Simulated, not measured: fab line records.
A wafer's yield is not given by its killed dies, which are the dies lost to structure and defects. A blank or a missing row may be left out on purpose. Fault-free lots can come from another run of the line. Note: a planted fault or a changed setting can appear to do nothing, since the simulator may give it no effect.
fab line records -- flow n5_finfet
record: lots: 5, wafers: 13, last_day: 19
route steps=1938 shown BEOL_M12@1605 PASSIVATION@1936
lots with no fault: from the same line, run without faults
start_h: hours from the record's first day to the start of the lot's first wafer shown -- wait_h: time in hours since the lot's previous step -- " same as the row above -- L1.1+2: one row covering several wafers at once -- - no value, or no start was given -- * or withheld: withheld -- < > ~ a bound
route shown NAME@n: names a module that has steps shown in the file, with the first one's number in the route -- usual: mean/standard deviation taken from wafers without a fault -- same: alike in all rows -- chamber/n: place in a boat -- sites: per-site readings -- _std_site: their standard deviation -- _edge_site: inner sites' mean taken away from outer sites' mean -- radius_mm: how far each site lies from the wafer's centre -- mask NAME#n: copy n -- behind: the last tool/chamber to shape the wafer -- hold: the reason the lot was held/the length of the hold in hours/how it ended -- device: whichever transistor did not switch (one of n, p or np) -- end of line: at the end of the route, the tests of the same wafers -- a step without rows: its recipe alone -- killed: at the first sort, the dies lost to defects and structure; wafer yield is something else -- map: shows each die of a wafer: x if killed, . if not, _ if none is there
set.NAME: the run value of the setting; set.NAME@STEP: its run value at that earlier step -- model.NAME: the simulator's own value behind a step, which no gauge read
lots at selected steps of the route; one table per step, one row per wafer
services: from which hour (start_h, from the record's first day; less than 0 if before it) a tool's chamber was out of use, for how many hours, and why
== steps ==
step: N5_BEOL_M12_COAT_04
recipe: spin_rpm: 1625, resist_thk_nm: 400
step: N5_BEOL_M12_EBR_06
recipe: solvent: PGMEA, ebr_width_mm: 1.5
step: N5_BEOL_M12_SOFTBAKE_05
recipe: temp_c: 130, time_s: 60
step: N5_BEOL_M12_EXPOSE_07
recipe: mask_id: V11, na: 0.93, source_shape: conventional, sigma_outer: 0.6, polarization: unpolarized, attpsm_phase_deg: 180, dose_mj: 32.5
step: N5_BEOL_M12_PEB_08
recipe: peb_temp_c: 130, peb_time_s: 90
step: N5_BEOL_M12_DEVELOP_09
recipe: develop_time_s: 45, rinse_liquid: diw, dry: air_spin, dev_temp_c: 21
step: N5_BEOL_M12_HARDBAKE_14
recipe: temp_c: 130, time_s: 120
step: N5_BEOL_M12_CD_MEAS_10
recipe: target_cd_nm: 140, landing_energy_ev: 500, detector: se_inlens, polarity: opening
usual: cd_nm: 140.0/1.9
lot.wafer,tool,chamber,start_h,wait_h,cd_nm
L560.2,cd_sem-02,0,288.42,-,140.8
L560.3,cd_sem-02,0,288.42,-,138.4
L560.6,cd_sem-02,0,288.42,-,141.1
L565.2,cd_sem-02,0,334.20,-,140.8
L565.5,cd_sem-02,0,334.20,-,137.7
L565.6,cd_sem-02,0,334.20,-,142.1
L569.1,cd_sem-03,0,351.46,-,138.1
L569.5,cd_sem-03,0,351.46,-,138.9
L569.6,cd_sem-03,0,351.46,-,137.7
L570.2,cd_sem-01,0,372.49,-,139.9
L581.1,cd_sem-03,0,425.06,-,138.2
L581.4,cd_sem-03,0,425.06,-,139.6
L581.5,cd_sem-03,0,425.06,-,140.8
step: N5_BEOL_M12_OVL_MEAS_11
recipe: points_per_wafer: 44
usual: V11_OVL: -2/6.4
lot.wafer,tool,chamber,start_h,wait_h,V11_OVL[nm]
L560.2,overlay-01,0,288.45,0.0,8
L560.3,overlay-01,0,288.45,0.0,-3
L560.6,overlay-01,0,288.45,0.0,0
L565.2,overlay-01,0,334.23,0.0,-14
L565.5,overlay-01,0,334.23,0.0,-9
L565.6,overlay-01,0,334.23,0.0,-1
L569.1,overlay-01,0,351.49,0.0,-5
L569.5,overlay-01,0,351.49,0.0,0
L569.6,overlay-01,0,351.49,0.0,19
L570.2,overlay-01,0,372.52,0.0,-2
L581.1,overlay-01,0,425.09,0.0,7
L581.4,overlay-01,0,425.09,0.0,-5
L581.5,overlay-01,0,425.09,0.0,4
step: N5_BEOL_M12_INSPECT_12
recipe: mode: adi, inspect_instrument: macro
usual: raw_defect_count: 2.0/1.4
lot.wafer,tool,chamber,start_h,wait_h,raw_defect_count
L560.2,defect_inspect-01,-,288.47,0.0,1
L560.3,defect_inspect-01,-,288.47,0.0,1
L560.6,defect_inspect-01,-,288.47,0.0,3
L565.2,defect_inspect-02,-,334.25,0.0,2
L565.5,defect_inspect-02,-,334.25,0.0,2
L565.6,defect_inspect-02,-,334.25,0.0,2
L569.1,defect_inspect-02,-,351.52,0.0,3
L569.5,defect_inspect-02,-,351.52,0.0,2
L569.6,defect_inspect-02,-,351.52,0.0,1
L570.2,defect_inspect-02,-,372.54,0.0,2
L581.1,defect_inspect-02,-,425.11,0.0,2
L581.4,defect_inspect-02,-,425.11,0.0,3
L581.5,defect_inspect-02,-,425.11,0.0,2
step: N5_BEOL_M12_DESCUM_15
recipe: chemistry: O2, time_s: 7.9, source_power_w: 50, bias_power_w: 20, pressure_mtorr: 20, rf_frequency_hz: 2.712e+07, temp_c: 40, o2_flow_sccm: 225
usual: drypump_motor_current_A: 5.8/0.49, oes_product_au: 0.81/0.087, rf_vpp_V: 243.1/1.5, showerhead_plenum_p_Torr: 2.10/0.086, throttle_valve_pct: 20.4/0.37
lot.wafer,tool,chamber,start_h,wait_h,drypump_motor_current_A,oes_product_au,rf_hours_counter_h,rf_vpp_V,showerhead_plenum_p_Torr,throttle_valve_pct
L560.2,rie_diel-01,0,288.50,0.0,6.4,0.68,234,244.3,2.14,20.7
L560.3,rie_diel-01,2,288.50,0.0,6.5,0.74,189,241.1,2.01,21.0
L560.6,rie_diel-01,2,288.50,0.0,6.6,0.73,-,242.0,2.01,21.0
L565.2,rie_diel-04,2,334.41,0.2,5.6,0.67,245,239.5,1.99,20.9
L565.5,rie_diel-04,0,334.41,0.2,6.0,0.70,-,242.0,2.09,21.0
L565.6,rie_diel-04,3,334.41,0.2,5.2,0.86,-,244.9,2.23,20.0
L569.1,rie_diel-03,2,351.65,0.1,5.2,0.71,190,242.5,2.00,20.2
L569.5,rie_diel-03,3,351.65,0.1,6.5,0.93,-,243.5,2.15,20.1
L569.6,rie_diel-03,2,351.65,0.1,5.3,0.71,-,240.7,2.00,20.2
L570.2,rie_diel-01,0,372.58,0.0,6.4,0.98,5,244.2,2.13,20.3
L581.1,rie_diel-04,3,425.15,0.0,5.2,0.83,66,244.1,2.21,20.0
L581.4,rie_diel-04,0,425.15,0.0,6.0,0.67,227,241.7,2.08,21.1
L581.5,rie_diel-04,2,425.15,0.0,5.6,0.92,-,244.4,2.25,20.6
step: N5_BEOL_M12_ETCH_59
recipe: chemistry: N2/H2, target: BARC, target_depth_a: 890, overetch_a: 267, time_s: 67.9, ion_energy_ev: 200, pressure_mtorr: 30, source_w: 840, bias_w: 150, n2_flow_sccm: 200, h2_flow_sccm: 200
usual: drypump_motor_current_A: 5.9/0.49, oes_product_au: 0.69/0.071, rf_vpp_V: 523.8/2.9, showerhead_plenum_p_Torr: 2.54/0.11, throttle_valve_pct: 17.8/0.37
lot.wafer,tool,chamber,start_h,wait_h,drypump_motor_current_A,oes_product_au,rf_hours_counter_h,rf_vpp_V,showerhead_plenum_p_Torr,throttle_valve_pct
L560.2,rie_diel-01,0,288.54,0.0,6.4,0.60,234,525.2,2.60,18.2
L560.3,rie_diel-01,2,288.54,0.0,6.6,0.63,189,520.6,2.42,18.4
L560.6,rie_diel-01,2,288.54,0.0,6.6,0.63,-,521.4,2.42,18.4
L565.2,rie_diel-04,2,334.44,0.0,5.6,0.59,245,520.1,2.40,18.2
L565.5,rie_diel-04,0,334.44,0.0,6.0,0.60,-,522.9,2.52,18.4
L565.6,rie_diel-04,3,334.44,0.0,5.2,0.75,-,528.4,2.69,17.4
L569.1,rie_diel-03,2,351.68,0.0,5.3,0.62,190,520.2,2.42,17.7
L569.5,rie_diel-03,3,351.68,0.0,6.5,0.80,-,525.8,2.61,17.6
L569.6,rie_diel-03,2,351.68,0.0,5.3,0.61,-,519.3,2.42,17.7
L570.2,rie_diel-01,0,372.61,0.0,6.4,0.83,5,524.5,2.59,17.7
L581.1,rie_diel-04,3,425.18,0.0,5.2,0.72,66,527.9,2.68,17.4
L581.4,rie_diel-04,0,425.18,0.0,6.0,0.59,227,522.7,2.51,18.5
L581.5,rie_diel-04,2,425.18,0.0,5.6,0.78,-,527.0,2.70,17.9
step: N5_BEOL_M12_VIA_ETCH_16
recipe: chemistry: C4F8/O2/Ar, target: SiOC, pressure_mtorr: 30, source_w: 3000, bias_w: 700, Ar_flow_sccm: 400, C4F8_flow_sccm: 15, O2_flow_sccm: 8, he_inner_torr: 15, he_outer_torr: 30, target_depth_a: 7248, time_s: withheld, ion_energy_ev: 250, ends: cleared
usual: O2_flow_sccm: 8.000/0.024, drypump_motor_current_A: 5.9/0.49, oes_product_au: 0.73/0.08, rf_vpp_V: 665/3.8, showerhead_plenum_p_Torr: 3.41/0.13, throttle_valve_pct: 24.1/0.33
lot.wafer,tool,chamber,start_h,wait_h,O2_flow_sccm,drypump_motor_current_A,oes_product_au,rf_vpp_V,showerhead_plenum_p_Torr,throttle_valve_pct
L560.2,rie_diel-01,0,288.59,0.0,7.980,6.4,0.62,668,3.52,24.6
L560.3,rie_diel-01,2,288.59,0.0,7.954,6.6,0.66,662,3.25,24.6
L560.6,rie_diel-01,2,288.59,0.0,8.039,6.6,0.65,661,3.25,24.6
L565.2,rie_diel-04,2,334.49,0.0,7.975,5.6,0.61,660,3.24,24.5
L565.5,rie_diel-04,0,334.49,0.0,8.009,6.0,0.63,665,3.40,24.7
L565.6,rie_diel-04,3,334.49,0.0,7.995,5.2,0.79,671,3.61,23.7
L569.1,rie_diel-03,2,351.73,0.0,8.012,5.3,0.65,661,3.27,24.0
L569.5,rie_diel-03,3,351.73,0.0,8.024,6.5,0.85,669,3.47,23.7
L569.6,rie_diel-03,2,351.73,0.0,8.036,5.3,0.65,662,3.27,24.0
L570.2,rie_diel-01,0,372.66,0.0,7.988,6.4,1.14,667,3.51,24.3
L581.1,rie_diel-04,3,425.23,0.0,8.037,5.2,0.74,671,3.59,23.8
L581.4,rie_diel-04,0,425.23,0.0,8.003,6.0,0.62,663,3.38,24.8
L581.5,rie_diel-04,2,425.23,0.0,7.997,5.6,0.82,673,3.62,24.2
step: N5_BEOL_M12_STRIP_63
recipe: chemistry: N2/H2, power_w: 1000, temp_c: 250, h2_frac: 0.65, overash_fraction: 0.3, pressure_mtorr: 1000, n2_flow_sccm: 1750, h2_flow_sccm: 3250
usual: drypump_motor_current_A: 5.89/0.19, heater_power_w: 331/30, oes_product_au: 0.694/0.0046, strip_time_to_endpoint_s: 43.0/0.76
lot.wafer,tool,chamber,start_h,wait_h,drypump_motor_current_A,heater_power_w,oes_product_au,rf_hours_counter_h,strip_time_to_endpoint_s
L560.2,plasma_asher-01,0,288.79,-,6.02,342,0.695,80,43.3
L560.3,plasma_asher-01,1,288.79,-,5.81,309,0.692,-,43.5
L560.6,plasma_asher-01,0,288.79,-,6.01,348,0.686,-,41.7
L565.2,plasma_asher-01,0,334.69,-,6.01,344,0.695,88,43.0
L565.5,plasma_asher-01,1,334.69,-,5.78,302,0.694,-,43.0
L565.6,plasma_asher-01,0,334.69,-,6.03,340,0.698,-,42.1
L569.1,plasma_asher-01,0,351.93,-,6.07,341,0.693,91,43.9
L569.5,plasma_asher-01,0,351.93,-,6.06,344,0.691,-,42.4
L569.6,plasma_asher-01,1,351.93,-,5.84,296,0.693,-,42.7
L570.2,plasma_asher-02,0,372.86,-,6.15,312,0.696,136,44.1
L581.1,plasma_asher-01,0,425.43,-,6.03,347,0.693,106,44.3
L581.4,plasma_asher-01,0,425.43,-,6.03,338,0.700,-,43.9
L581.5,plasma_asher-01,0,425.43,-,6.01,350,0.693,-,42.8
step: N5_PASSIVATION_PROBE_49
usual: defect_limited_yield: 91.5/1.4, killed_at_M0_to_M3: 34/11, killed_at_M4_up: 15/6, killed_at_contacts: 11/5.9, killed_at_front_end: 37/11, killed_at_other: 3.6/2.9, killed_dies: 101/17, killed_open: 66/12, killed_short: 33/7.8, sort_bin_5_function: 5.0/0.97, sort_bin_6_memory: 3.2/0.65, sort_bin_8_speed: 0.02/0.2, sort_n_pass: 1079/17, sort_yield_pct: 91.4/1.4
same: gross_dies: 1180, killed_at_back_side: 0, sort_bin_4_leakage[%]: 0
lot.wafer,tool,chamber,start_h,wait_h,defect_limited_yield[%],killed_at_M0_to_M3,killed_at_M4_up,killed_at_contacts,killed_at_front_end,killed_at_other,killed_dies,killed_open,killed_short,sort_bin_5_function[%],sort_bin_6_memory[%],sort_bin_8_speed[%],sort_n_pass,sort_yield_pct[%]
L560.2,prober-01,-,327.67,0.1,90.0,59,9,12,27,11,118,70,45,5.2,4.6,0,1062,90.0
L560.3,prober-01,-,327.72,0.1,93.7,16,11,10,32,5,74,46,25,3.5,2.5,0,1106,93.7
L560.6,prober-01,-,327.87,0.3,92.2,28,10,16,30,8,92,58,34,4.1,3.5,0,1088,92.2
L565.2,prober-02,-,376.14,0.1,89.9,37,15,23,42,2,119,76,42,6.4,3.1,0,1061,89.9
L565.5,prober-02,-,376.29,0.2,92.4,30,12,25,22,1,90,63,26,4.6,2.9,0,1090,92.4
L565.6,prober-02,-,376.34,0.3,93.1,19,11,24,23,4,81,57,23,3.8,2.9,0,1099,93.1
L569.1,prober-02,-,401.80,0.0,90.8,27,20,9,45,7,108,70,34,5.3,3.3,0,1072,90.8
L569.5,prober-02,-,402.00,0.2,92.8,34,6,11,30,4,85,50,31,4.7,2.1,0,1095,92.8
L581.1,prober-02,-,462.25,0.0,84.4,73,15,16,76,4,184,127,55,9.6,5.8,0,996,84.4
L581.4,prober-02,-,462.40,0.2,90.1,38,8,2,65,4,117,69,47,5.8,3.8,0,1063,90.1
L581.5,prober-02,-,462.45,0.2,90.3,32,6,17,55,5,115,82,32,6.7,3.0,0,1065,90.3
killed by level:class
L560.2 BEOL_M0_SAQP:geometric_particle:short=18 BEOL_M0_SAQP:geometric_particle:open=16 BEOL_M1:geometric_particle:open=15 FIN_SAQP:geometric_particle:open=7 STI_FIN_REVEAL:geometric_particle:open=6 FIN_SAQP:geometric_particle:short=5 MOL_CONTACT_COAG:geometric_particle:short=5 MOL_CONTACT_COAG:geometric_particle:open=5
L560.3 STI_FIN_REVEAL:geometric_particle:open=9 STARTING-WAFER:geometric_particle:short=6 MOL_CONTACT_COAG:geometric_particle:open=6 BEOL_M1:geometric_particle:open=5 GATE_CUT:geometric_particle:short=4 BEOL_M2:geometric_particle:open=4 BEOL_M6:geometric_particle:open=4 MOL_CONTACT_COAG:geometric_particle:short=3
L560.6 MOL_CONTACT_COAG:geometric_particle:open=14 BEOL_M0_SAQP:geometric_particle:short=9 BEOL_M0_SAQP:geometric_particle:open=9 DUMMY_GATE:geometric_particle:open=8 GATE_CUT:geometric_particle:short=7 FIN_SAQP:geometric_particle:short=6 BEOL_M4:geometric_particle:open=5 BEOL_M1:geometric_particle:open=3
L565.2 STI_FIN_REVEAL:geometric_particle:open=14 MOL_CONTACT_COAG:geometric_particle:open=13 BEOL_M2:geometric_particle:open=11 MOL_CONTACT_COAG:geometric_particle:short=9 GATE_CUT:geometric_particle:short=7 BEOL_M4:geometric_particle:open=7 BEOL_M1:geometric_particle:short=7 BEOL_M0_SAQP:geometric_particle:short=6
L565.5 MOL_CONTACT_COAG:geometric_particle:open=24 BEOL_M2:geometric_particle:open=10 BEOL_M1:geometric_particle:short=5 BEOL_M1:geometric_particle:open=5 BEOL_M4:geometric_particle:open=5 STARTING-WAFER:geometric_particle:short=4 STI_FIN_REVEAL:geometric_particle:short=3 STI_FIN_REVEAL:geometric_particle:open=3
L565.6 MOL_CONTACT_COAG:geometric_particle:open=22 GATE_CUT:geometric_particle:short=8 BEOL_M4:geometric_particle:open=6 BEOL_M2:geometric_particle:open=4 BEOL_M3:geometric_particle:open=4 BEOL_M0_SAQP:geometric_particle:short=3 BEOL_M1:geometric_particle:open=3 FIN_SAQP:geometric_particle:short=2
L569.1 FIN_SAQP:geometric_particle:open=11 BEOL_M4:geometric_particle:open=11 BEOL_M0_SAQP:geometric_particle:short=9 FIN_SAQP:geometric_particle:short=8 MOL_CONTACT_COAG:geometric_particle:open=8 GATE_CUT:geometric_particle:open=6 BEOL_M3:geometric_particle:open=6 BEOL_M0_SAQP:geometric_particle:open=5
L569.5 BEOL_M0_SAQP:geometric_particle:short=10 MOL_CONTACT_COAG:geometric_particle:open=9 FIN_SAQP:geometric_particle:open=7 BEOL_M0_SAQP:geometric_particle:open=6 BEOL_M2:geometric_particle:open=5 STI_FIN_REVEAL:geometric_particle:open=4 GATE_CUT:geometric_particle:short=4 BEOL_M3:geometric_particle:open=4
L581.1 BEOL_M0_SAQP:geometric_particle:short=20 FIN_SAQP:geometric_particle:open=15 STI_FIN_REVEAL:geometric_particle:open=15 BEOL_M0_SAQP:geometric_particle:open=15 MOL_CONTACT_COAG:geometric_particle:open=14 BEOL_M2:geometric_particle:open=14 BEOL_M3:geometric_particle:open=11 FIN_SAQP:geometric_particle:short=8
L581.4 FIN_SAQP:geometric_particle:open=20 BEOL_M0_SAQP:geometric_particle:short=14 STI_FIN_REVEAL:geometric_particle:open=11 BEOL_M0_SAQP:geometric_particle:open=11 FIN_SAQP:geometric_particle:short=9 GATE_CUT:geometric_particle:short=7 ILD0:geometric_particle:short=4 BEOL_M2:geometric_particle:open=4
L581.5 STI_FIN_REVEAL:geometric_particle:open=15 MOL_CONTACT_COAG:geometric_particle:open=12 BEOL_M3:geometric_particle:open=12 GATE_CUT:geometric_particle:open=7 GATE_CUT:geometric_particle:short=6 MOL_CONTACT_COAG:geometric_particle:short=5 BEOL_M2:geometric_particle:open=5 FIN_SAQP:geometric_particle:open=4
== services ==
tool,chamber,start_h,hours,kind
rie_diel-04,2,296.24,7.2,repair
rie_diel-03,3,303.59,-,clean
rie_diel-03,3,303.59,-,consumable_replace:focus_ring
rie_diel-03,3,303.59,24.1,scheduled_down
rie_diel-03,3,303.59,24.1,vent_cycle
rie_diel-01,0,335.79,-,clean
rie_diel-01,0,335.79,-,consumable_replace:focus_ring
rie_diel-01,0,335.79,19.3,scheduled_down
rie_diel-01,0,335.79,19.3,vent_cycle
rie_diel-03,0,346.69,3.6,repair
rie_diel-04,2,349.27,-,clean
rie_diel-04,2,349.27,-,consumable_replace:focus_ring
rie_diel-04,2,349.27,-,consumable_replace:showerhead
rie_diel-04,2,349.27,16.0,scheduled_down
rie_diel-04,2,349.27,16.0,vent_cycle
rie_diel-03,3,355.22,1.7,repair
rie_diel-03,0,357.58,3.6,repair
rie_diel-04,0,357.66,5.9,repair
rie_diel-03,-,374.21,0.7,repair
== key ==
first_sign: step: N5_BEOL_M12_VIA_ETCH_16, reading: oes_product_au, direction: up, sigmas: 5.1, usual: 0.73, struck: 1.14
effect none on later readings
met_at N5_BEOL_M12_VIA_ETCH_16
struck_wafers L570.2
onset_between 288.59 372.66
fault: kind: process_parameter_drift, tool: rie_diel-01, chamber: -, onset_h: 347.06, steps: N5_BEOL_M12_VIA_ETCH_16, channel: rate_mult, offset: 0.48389, shape: step, end_h: 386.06
